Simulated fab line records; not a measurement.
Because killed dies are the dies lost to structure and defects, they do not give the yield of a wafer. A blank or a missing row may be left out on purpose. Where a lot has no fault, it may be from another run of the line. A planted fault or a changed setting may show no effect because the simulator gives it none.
Comparing a struck lot with a sound one -- flow n5-finfet -- 15 steps out of a route of 1938
Sound: wafers L541.2, L541.4, L541.6. Struck: wafers L549.3, L549.4, L549.6. The cause is named last.
Per side, at each step with rows, come the tool, then ch with its chambers, and then its first start. Under that, the readings that differ: sound wafers -- struck wafers -- difference of the means -- sigmas: that difference in standard deviations of wafers without a fault.
alike: words and numbers the same on both sides, and readings whose means are apart by under 2 such deviations; not compared: readings that were withheld, readings missing a value for some wafer, numbers with overlapping values and no deviation given by the record, and bounds like >300 which may hide the same value.
The two part at a step that has a row with sigmas, a row that says differs or no value, or rows on one side only. Numbers that have no deviation but don't overlap get no sigmas and don't part them. A reading that every wafer of one side lacks parts them only if that side has two wafers or more.

first, 3 steps without rows for these wafers: N5_BEOL_M7_EXPOSE_25 (exposes mask V6, target cd 40 nm); N5_BEOL_M7_PEB_26 (peb time 60 s); N5_BEOL_M7_DEVELOP_27 (develop time 30 s).
N5_BEOL_M7_CD_MEAS_28 targets a cd of 40 nm.
  sound on cd-sem-02 ch 0, day 10 13:20; struck on cd-sem-01 ch 0, day 12 22:34
  alike: cd-nm
N5_BEOL_M7_OVL_MEAS_29:
  sound on overlay-02 ch 0, day 10 13:22; struck on overlay-02 ch 0, day 12 22:37
  alike: V6_OVL
N5_BEOL_M7_INSPECT_30: inspects for defects (brightfield).
  sound on defect-inspect-01, day 10 13:25; struck on defect-inspect-01, day 12 22:40
  alike: raw-defect-count
N5_BEOL_M7_DESCUM_33: chemistry O2, time 7 s.
  sound on rie-diel-05 ch 0,1,2, day 10 13:59; struck on rie-diel-05 ch 1,2, day 12 23:03
  alike: drypump-motor-current-A, oes-product-au, rf-vpp-V, showerhead-plenum-p-Torr, throttle-valve-pct
  not compared: rf-hours-counter-h
N5_BEOL_M7_ETCH_72: etches underlayer in N2/H2, target depth 6.5 nm, time 5.2 s.
  sound on rie-diel-05 ch 0,1,2, day 10 14:01; struck on rie-diel-05 ch 1,2, day 12 23:05
  alike: bias-w, drypump-motor-current-A, etch-rf-on-time-s, h2-flow-sccm, oes-product-au, rf-vpp-V, showerhead-plenum-p-Torr, throttle-valve-pct
  not compared: rf-hours-counter-h
N5_BEOL_M7_ETCH_65: etches SiARC in CF4, target depth 15.6 nm, time 26 s.
  sound on rie-diel-05 ch 0,1,2, day 10 14:02; struck on rie-diel-05 ch 1,2, day 12 23:06
  alike: bias-w, cf4-flow-sccm, drypump-motor-current-A, etch-rf-on-time-s, oes-product-au, rf-vpp-V, showerhead-plenum-p-Torr, throttle-valve-pct
  not compared: rf-hours-counter-h
N5_BEOL_M7_ETCH_66: etches SOC in N2/H2, target depth 80 nm, overetch 16 nm, time 120 s.
  sound on rie-diel-05 ch 0,1,2, day 10 14:04; struck on rie-diel-05 ch 1,2, day 12 23:08
  alike: bias-w, drypump-motor-current-A, h2-flow-sccm, oes-product-au, rf-vpp-V, showerhead-plenum-p-Torr, throttle-valve-pct
  not compared: rf-hours-counter-h
then, 2 steps without rows for these wafers: N5_BEOL_M7_STRIP_69 (strips in N2/H2); N5_BEOL_M7_STRIP_73 (strips in N2/H2).
N5_BEOL_M7_VIA_ETCH_34: etches SiCOH lowk in C4F6/O2, target depth 125.5 nm, time 50.5 s.
  sound on rie-diel-05 ch 0,1,2, day 10 14:10; struck on rie-diel-05 ch 1,2, day 12 23:14
reading,sound,struck,difference,sigmas
bias-w (W),186.1 185.0 185.0,199.1 199.7 198.1,+13.6,+24
rf-vpp-V (V),670 683 664,722 711 723,+46,+4
  alike: O2_flow_sccm, drypump-motor-current-A, oes-product-au, showerhead-plenum-p-Torr, throttle-valve-pct
  not compared: rf-hours-counter-h
then, 2 steps without rows for these wafers: N5_BEOL_M7_STRIP_76 (strips in C4F6/O2); N5_PASSIVATION_PROBE_49.

WHERE THEY PART
Within this record, at N5_BEOL_M7_VIA_ETCH_34 only.

WHY: whatever the simulator had introduced
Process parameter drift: rie-diel-05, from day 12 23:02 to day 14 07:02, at N5_BEOL_M7_VIA_ETCH_34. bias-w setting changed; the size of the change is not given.
